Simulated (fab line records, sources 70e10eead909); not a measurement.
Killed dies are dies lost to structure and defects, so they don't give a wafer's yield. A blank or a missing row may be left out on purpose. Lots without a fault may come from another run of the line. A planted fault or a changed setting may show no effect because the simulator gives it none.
Which tool did it? | flow nand_harc | 12 lots, 36 wafers sampled, at 4 steps of a route of 1159

WHAT THE GAUGES READ, wafer by wafer
The record holds no reading of a measuring or inspecting step that can be judged against a usual standard deviation.

WHICH TOOL RAN EACH LOT (tool, then ch and the chambers of the sampled wafers, then the start)
lot  | NHARC_P_CONTACT_ETCH_36                       | NHARC_P_CONTACT_ETCH_31                       | NHARC_P_CONTACT_PVD_32                  | NHARC_P_CONTACT_CMP_24
L368 | rie_diel-11 ch 2,3, day 6 20:35 or earlier    | rie_diel-11 ch 0,2, day 6 20:35 or earlier    | pvd_sputter-03, day 6 20:35 or earlier  | cmp-02 ch 1,2,3, day 6 20:35
L370 | rie_diel-11 ch 0,2,3, day 7 11:17 or earlier  | rie_diel-11 ch 1,2,3, day 7 11:17 or earlier  | pvd_sputter-03, day 7 11:17 or earlier  | cmp-04 ch 0,2,3, day 7 11:17
L371 | rie_diel-01 ch 1,3, day 7 11:50 or earlier    | rie_diel-01 ch 1,2,3, day 7 11:50 or earlier  | pvd_sputter-01, day 7 11:50 or earlier  | cmp-02 ch 0,2,3, day 7 11:50
L372 | rie_diel-01 ch 1,3, day 7 23:43 or earlier    | rie_diel-01 ch 0,2,3, day 7 23:43 or earlier  | pvd_sputter-03, day 7 23:43 or earlier  | cmp-04 ch 0,1,2, day 7 23:43
L376 | rie_diel-12 ch 1,2, day 9 02:58 or earlier    | rie_diel-12 ch 0,2,3, day 9 02:58 or earlier  | pvd_sputter-02, day 9 02:58 or earlier  | cmp-02 ch 0,1, day 9 02:58
L379 | rie_diel-01 ch 2,3, day 10 02:47 or earlier   | rie_diel-01 ch 0,1, day 10 02:47 or earlier   | pvd_sputter-03, day 10 02:47 or earlier | cmp-02 ch 1,2,3, day 10 02:47
L380 | rie_diel-11 ch 0,1,2, day 10 03:46 or earlier | rie_diel-11 ch 0,1,3, day 10 03:46 or earlier | pvd_sputter-03, day 10 03:46 or earlier | cmp-02 ch 1,2,3, day 10 03:46
L382 | rie_diel-11 ch 0,3, day 10 05:31 or earlier   | rie_diel-11 ch 0,3, day 10 05:31 or earlier   | pvd_sputter-03, day 10 05:31 or earlier | cmp-03 ch 1,2,3, day 10 05:31
L384 | rie_diel-01 ch 0,1,3, day 11 01:59 or earlier | rie_diel-01 ch 0,2,3, day 11 01:59 or earlier | pvd_sputter-01, day 11 01:59 or earlier | cmp-03 ch 1,2,3, day 11 01:59
L383 | rie_diel-11 ch 0,1,3, day 11 02:31 or earlier | rie_diel-11 ch 1,2, day 11 02:31 or earlier   | pvd_sputter-02, day 11 02:31 or earlier | cmp-03 ch 0,2,3, day 11 02:31
L385 | rie_diel-11 ch 1,2, day 11 09:30 or earlier   | rie_diel-11 ch 2,3, day 11 09:30 or earlier   | pvd_sputter-03, day 11 09:30 or earlier | cmp-03 ch 1,2,3, day 11 09:30
L386 | rie_diel-01 ch 1,2,3, day 11 13:10 or earlier | rie_diel-01 ch 0,1,2, day 11 13:10 or earlier | pvd_sputter-03, day 11 13:10 or earlier | cmp-04 ch 1,2, day 11 13:10
- NHARC_P_CONTACT_ETCH_36: etches the open film in N2/H2, target depth 260 nm, time 406.25 s.
- NHARC_P_CONTACT_ETCH_31: etches the open film in CH3F/O2, target depth 30 nm, time 85.7 s.
- NHARC_P_CONTACT_PVD_32: deposits Ti, target thk 5 nm, time 17.7 s.
- NHARC_P_CONTACT_CMP_24: polishes, t overpolish 30 s, target thk 200 nm.

WHAT THE TOOLS THEMSELVES READ (means of the sampled wafers that have a number; where no wafer has one, the mark that the record gives instead)
NHARC_P_CONTACT_ETCH_36. Usual: drypump_motor_current_A 5.7 A, standard deviation 0.51; oes_product_au 1.001 a.u., standard deviation 0.0093; rf_fwd_power_W 399.3 W, standard deviation 1.3; rf_vpp_V 430.4 V, standard deviation 2.3; showerhead_plenum_p_Torr 2.03 Torr, standard deviation 0.083; throttle_valve_pct 14.171 %, standard deviation 0.0095.
lot  | tool        | drypump_motor_current_A (A) | oes_product_au (a.u.) | rf_fwd_power_W (W) | rf_vpp_V (V) | showerhead_plenum_p_Torr (Torr) | throttle_valve_pct (%) | flag
L368 | rie_diel-11 | 6.1                         | 0.992                 | 400.1              | 427.7        | 1.96                            | 14.168                 |
L370 | rie_diel-11 | 6.1                         | 0.996                 | 398.8              | 428.5        | 1.96                            | 14.166                 |
L371 | rie_diel-01 | 5.2                         | 1.008                 | 399.7              | 431.0        | 2.05                            | 14.160                 |
L372 | rie_diel-01 | 5.2                         | 1.004                 | 399.2              | 431.4        | 2.05                            | 14.171                 |
L376 | rie_diel-12 | 5.7                         | 0.995                 | 399.9              | 434.0        | 2.13                            | 14.178                 |
L379 | rie_diel-01 | 5.3                         | 1.001                 | 399.7              | 432.4        | 2.09                            | 14.164                 |
L380 | rie_diel-11 | 5.8                         | 1.009                 | 399.6              | 430.0        | 2.03                            | 14.167                 |
L382 | rie_diel-11 | 6.4                         | 0.997                 | 401.4              | 427.7        | 1.93                            | 14.171                 |
L384 | rie_diel-01 | 5.2                         | 0.997                 | 399.5              | 430.8        | 2.03                            | 14.164                 |
L383 | rie_diel-11 | 5.9                         | 1.000                 | 399.9              | 429.3        | 2.00                            | 14.167                 |
L385 | rie_diel-11 | 5.6                         | 0.999                 | 399.8              | 431.1        | 2.06                            | 14.178                 |
L386 | rie_diel-01 | 5.3                         | 1.004                 | 399.0              | 430.5        | 2.04                            | 14.169                 |

NHARC_P_CONTACT_ETCH_31. Usual: drypump_motor_current_A 5.6 A, standard deviation 0.48; oes_product_au 0.983 a.u., standard deviation 0.011; rf_fwd_power_W 496.6 W, standard deviation 2; rf_vpp_V 244.2 V, standard deviation 1.5; showerhead_plenum_p_Torr 2.46 Torr, standard deviation 0.093; throttle_valve_pct 20.664 %, standard deviation 0.0096.
lot  | tool        | drypump_motor_current_A (A) | oes_product_au (a.u.) | rf_fwd_power_W (W) | rf_vpp_V (V) | showerhead_plenum_p_Torr (Torr) | throttle_valve_pct (%) | flag
L368 | rie_diel-11 | 6.1                         | 0.982                 | 494.9              | 243.1        | 2.40                            | 20.658                 |
L370 | rie_diel-11 | 5.7                         | 0.986                 | 498.1              | 245.0        | 2.45                            | 20.668                 |
L371 | rie_diel-01 | 5.3                         | 0.987                 | 495.1              | 244.1        | 2.47                            | 20.666                 |
L372 | rie_diel-01 | 5.4                         | 0.979                 | 496.2              | 245.1        | 2.50                            | 20.659                 |
L376 | rie_diel-12 | 5.5                         | 0.968                 | 496.2              | 245.2        | 2.55                            | 20.668                 |
L379 | rie_diel-01 | 5.4                         | 0.983                 | 496.9              | 243.8        | 2.44                            | 20.658                 |
L380 | rie_diel-11 | 5.9                         | 0.985                 | 496.6              | 244.0        | 2.42                            | 20.669                 |
L382 | rie_diel-11 | 6.3                         | 0.980                 | 494.9              | 242.5        | 2.34                            | 20.666                 |
L384 | rie_diel-01 | 5.4                         | 0.985                 | 495.3              | 244.6        | 2.50                            | 20.660                 |
L383 | rie_diel-11 | 5.3                         | 0.997                 | 497.8              | 244.9        | 2.54                            | 20.668                 |
L385 | rie_diel-11 | 6.1                         | 0.966                 | 498.1              | 243.5        | 2.37                            | 20.661                 |
L386 | rie_diel-01 | 5.4                         | 0.967                 | 497.2              | 243.8        | 2.45                            | 20.663                 |

NHARC_P_CONTACT_PVD_32. Usual: throttle_valve_pct 30.3 %, standard deviation 0.95.
lot  | tool           | throttle_valve_pct (%) | flag
L368 | pvd_sputter-03 | 29.3                   |
L370 | pvd_sputter-03 | 30.1                   |
L371 | pvd_sputter-01 | 29.3                   |
L372 | pvd_sputter-03 | 29.8                   |
L376 | pvd_sputter-02 | 30.2                   |
L379 | pvd_sputter-03 | 29.5                   |
L380 | pvd_sputter-03 | 29.9                   |
L382 | pvd_sputter-03 | 29.5                   |
L384 | pvd_sputter-01 | 29.7                   |
L383 | pvd_sputter-02 | 31.0                   |
L385 | pvd_sputter-03 | 29.5                   |
L386 | pvd_sputter-03 | 29.4                   |

NHARC_P_CONTACT_CMP_24. Usual: motor_current_A 12.3 A, standard deviation 0.88; overpolish_run_s 30.001 s, standard deviation 0.0089; slurry_filter_dp_kPa 13.53 kPa, standard deviation 0.14; time_to_endpoint_s 40.3 s, standard deviation 2.8.
lot  | tool   | motor_current_A (A) | overpolish_run_s (s) | slurry_filter_dp_kPa (kPa) | time_to_endpoint_s (s) | flag
L368 | cmp-02 | 12.9                | 29.999               | 13.46                      | 38.0                   |
L370 | cmp-04 | 11.5                | 29.994               | 13.55                      | 39.2                   |
L371 | cmp-02 | 12.4                | 30.000               | 13.36                      | 40.0                   |
L372 | cmp-04 | 12.0                | 30.002               | 13.53                      | 40.4                   |
L376 | cmp-02 | 13.5                | 30.004               | 13.52                      | 22.1                   | OFF
L379 | cmp-02 | 13.0                | 30.011               | 13.48                      | 22.4                   | OFF
L380 | cmp-02 | 12.9                | 30.003               | 13.44                      | 24.4                   | OFF
L382 | cmp-03 | 12.7                | 30.007               | 13.46                      | 43.1                   |
L384 | cmp-03 | 12.8                | 30.001               | 13.53                      | 42.8                   |
L383 | cmp-03 | 12.8                | 29.998               | 13.64                      | 41.3                   |
L385 | cmp-03 | 12.6                | 30.006               | 13.66                      | 43.3                   |
L386 | cmp-04 | 11.4                | 30.011               | 13.56                      | 35.5                   |

THE ANSWER, worked out from the rows above alone
Rule: a lot is off if the mean of its wafers that have a number lies more than 3 standard deviations from the usual mean. A lot without any number at a reading at which 4 lots or more have one is off too. The other lots that the step has rows for count as sound. The gauges are gone through in route order, then the tools' own readings, and for those a lot's mean is taken as printed above. The first step at which some lot is off is used, and at that step the reading that is off furthest; a lot without a number counts as furthest.
Off: L376, L379, L380, at NHARC_P_CONTACT_CMP_24 (time_to_endpoint_s).
A tool fits if, at that step or a process step before it, it ran every lot that is off, and no sound lot after the first of them. NHARC_P_CONTACT_ETCH_36 gives no start for some lots, so the hours and the order of its lots are those of NHARC_P_CONTACT_CMP_24. NHARC_P_CONTACT_ETCH_31 gives no start for some lots, so the hours and the order of its lots are those of NHARC_P_CONTACT_CMP_24. NHARC_P_CONTACT_PVD_32 gives no start for some lots, so the hours and the order of its lots are those of NHARC_P_CONTACT_CMP_24. One fits: cmp-02 at NHARC_P_CONTACT_CMP_24. Its last sound lot is L371 (day 7 11:50), its first lot that is off L376 (day 9 02:58): a fault that began between those two fits.
The tool's own readings at NHARC_P_CONTACT_CMP_24 bear it out: on the lots that are off they differ by more than 5 times the standard deviation of the sound lots' means. time_to_endpoint_s reads 23.0 s there against 40.4 s on the sound lots.

WHAT THE SIMULATOR HAD PUT IN
Process parameter drift: cmp-02, from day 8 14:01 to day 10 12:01, at NHARC_P_CONTACT_CMP_24. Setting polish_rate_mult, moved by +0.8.
Lots struck among those shown: L376, L379, L380. The rule above found the same.
